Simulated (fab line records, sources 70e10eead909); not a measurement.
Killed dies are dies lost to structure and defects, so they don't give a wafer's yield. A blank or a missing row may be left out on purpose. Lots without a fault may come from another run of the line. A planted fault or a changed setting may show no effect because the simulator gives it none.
A struck lot beside a sound one | flow nand_harc | 24 steps out of a route of 1302
Sound: wafers L249.1, L249.2, L249.5. Struck: wafers L258.4, L258.5, L258.6. The cause comes at the end.
At each step with rows: each side's tool, then ch and its chambers, then its first start. Under that, the readings that differ: sound wafers | struck wafers | difference of the means | sigmas: that difference in standard deviations of wafers without a fault.
alike: readings whose means differ by less than 2 such deviations, and words and numbers that are the same on both sides. not compared: withheld readings, readings that some wafer has no value for, bounds like >300 that may hide the same value, and numbers for which the record gives no deviation and whose values overlap.
The two part at a step that has a row with sigmas, a row that says differs or no value, or rows on one side only. Numbers that don't overlap but have no deviation are shown without sigmas and don't part them. A reading that every wafer of one side lacks parts them only if that side has two wafers or more.

NHARC_P_M0_INSPECT_27:
  sound on defect_inspect-01, day 8 13:46; struck on defect_inspect-02, day 12 14:41
  alike: raw_defect_count
NHARC_P_M0_PRE_CLEAN_31: time 12 s.
  sound on pecvd-04 ch 0,2, day 8 13:51; struck on pecvd-01 ch 0,1,2, day 12 14:47
  alike: heater_power_w, rf_fwd_power_W
NHARC_P_M0_DEP_32: deposits SiCN, target thk 30 nm.
  sound on pecvd-04 ch 0,2, day 8 13:58; struck on pecvd-01 ch 0,1,2, day 12 14:57
  alike: heater_power_w, rf_fwd_power_W
then, 8 steps without rows for these wafers: NHARC_P_M1_DEP_00 (deposits SiOC, target thk 182.5 nm); NHARC_P_M1_DEHYDRATE_01 (time 120 s); NHARC_P_M1_HMDS_02 (time 30 s); NHARC_P_M1_COAT_34 (time 65 s); NHARC_P_M1_COAT_03 (resist thk 90 nm); NHARC_P_M1_SOFTBAKE_04 (time 55 s); NHARC_P_M1_EBR_05; NHARC_P_M1_EXPOSE_06 (exposes mask P M1, target cd 130 nm).
NHARC_P_M1_PEB_07: peb time 65 s.
  sound on litho_track-04 ch 0, day 8 15:05; struck on litho_track-04 ch 0, day 12 16:01
  reading                  | sound              | struck               | difference | sigmas
  heater_power_total_W (W) | 156.6 157.1 157.0  | 163.7 164.2 163.4    | +6.9       | +16
  plate_temp_C (C)         | 99.96 99.99 100.04 | 103.20 103.23 103.28 | +3.24      | +22
then, 1 step without rows for these wafers: NHARC_P_M1_DEVELOP_08 (develop time 35 s).
NHARC_P_M1_CD_MEAS_09: target cd 130 nm.
  sound on cd_sem-03 ch 0, day 8 15:10; struck on cd_sem-02 ch 0, day 12 16:06
  reading    | sound             | struck            | difference | sigmas
  cd_nm (nm) | 129.5 130.0 130.3 | 140.4 140.6 139.8 | +10.3      | +13
NHARC_P_M1_OVL_MEAS_10: pitch 260 nm.
  sound on overlay-01, day 8 15:15; struck on overlay-01, day 12 16:11
  reading           | sound          | struck      | difference | sigmas
  overlay_y_nm (nm) | -0.5 -1.2 -1.1 | 0.5 1.5 1.2 | +2.0       | +3
  alike: overlay_x_nm
NHARC_P_M1_INSPECT_11:
  sound on defect_inspect-02, day 8 15:17; struck on defect_inspect-01, day 12 16:13
  alike: raw_defect_count
NHARC_P_M1_DESCUM_14: chemistry O2, time 3 s.
  sound on rie_diel-12 ch 1,2, day 8 15:21; struck on rie_diel-07 ch 1,2, day 12 16:17
  reading               | sound             | struck            | difference | sigmas
  model.P_M1.cd_nm (nm) | 129.6 130.8 130.2 | 140.3 139.7 139.8 | +9.7       |
  alike: drypump_motor_current_A, oes_product_au, rf_vpp_V, showerhead_plenum_p_Torr, throttle_valve_pct
  not compared: rf_hours_counter_h
NHARC_P_M1_ETCH_35: etches the open film in N2/H2, target depth 40 nm, overetch 12 nm, time 43.94 s.
  sound on rie_diel-12 ch 0,1,3, day 8 15:27; struck on rie_diel-07 ch 2,3, day 12 16:22
  alike: drypump_motor_current_A, oes_product_au, rf_fwd_power_W, rf_vpp_V, showerhead_plenum_p_Torr, throttle_valve_pct
  not compared: rf_hours_counter_h
NHARC_P_M1_ETCH_15: etches the open film in C4F8/Ar, target depth 182.5 nm, time 91.2 s.
  sound on rie_diel-12 ch 0,1; struck on rie_diel-07 ch 2,3
  reading               | sound             | struck            | difference | sigmas
  oes_product_au (a.u.) | 0.962 0.984 0.989 | 0.920 0.924 0.901 | -0.063     | -3
  alike: rf_fwd_power_W, rf_vpp_V
  not compared: rf_hours_counter_h
NHARC_P_M1_CD_MEAS_16:
  sound on cd_sem-03, day 8 15:39; struck on cd_sem-01, day 12 16:35
  reading    | sound             | struck            | difference | sigmas
  cd_nm (nm) | 130.0 131.5 130.5 | 139.9 139.6 139.1 | +8.9       | +8
NHARC_P_M1_STRIP_18: strips in N2/H2.
  sound on rie_diel-12 ch 0,2,3, day 8 15:45; struck on rie_diel-07 ch 0,3, day 12 16:41
  alike: drypump_motor_current_A, oes_product_au, rf_fwd_power_W, rf_vpp_V, showerhead_plenum_p_Torr, throttle_valve_pct
  not compared: rf_hours_counter_h
NHARC_P_M1_ETCH_28: etches the open film in CF4/N2, target depth 30 nm, time 72.99 s.
  sound on rie_diel-12 ch 0,1,3; struck on rie_diel-07 ch 0,1,3
  reading               | sound             | struck            | difference | sigmas
  model.P_M1.cd_nm (nm) | 129.5 131.9 132.7 | 141.3 139.6 139.5 | +8.8       |
  alike: drypump_motor_current_A, oes_product_au, rf_fwd_power_W, rf_vpp_V, showerhead_plenum_p_Torr, throttle_valve_pct
  not compared: rf_hours_counter_h
then, 1 step without rows for these wafers: NHARC_P_M1_STRIP_19 (strips in post etch residue remover, time 600 s).
-- the record jumps here: 18 days lie between the struck wafers' starts before and after (it left off in module P_M1 and takes up again in module END, whose first step shown is number 1302 of the route) --
NHARC_END_SORT_01:
  sound on prober-01 ch 0, day 27 13:06; struck on prober-02 ch 0, day 30 19:59
  alike: defect_limited_yield, killed_at_array, killed_at_other, killed_at_periphery, killed_dies, killed_open, killed_short

WHERE THEY PART
First at NHARC_P_M1_PEB_07; last, within this record, at NHARC_P_M1_CD_MEAS_16. Later steps at which nothing parts them and some readings are alike: NHARC_P_M1_STRIP_18, NHARC_P_M1_ETCH_28, NHARC_END_SORT_01.

WHY: what the simulator had put in
Process parameter drift: litho_track-04, from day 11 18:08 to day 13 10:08, at NHARC_P_M1_PEB_07. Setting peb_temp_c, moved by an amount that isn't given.
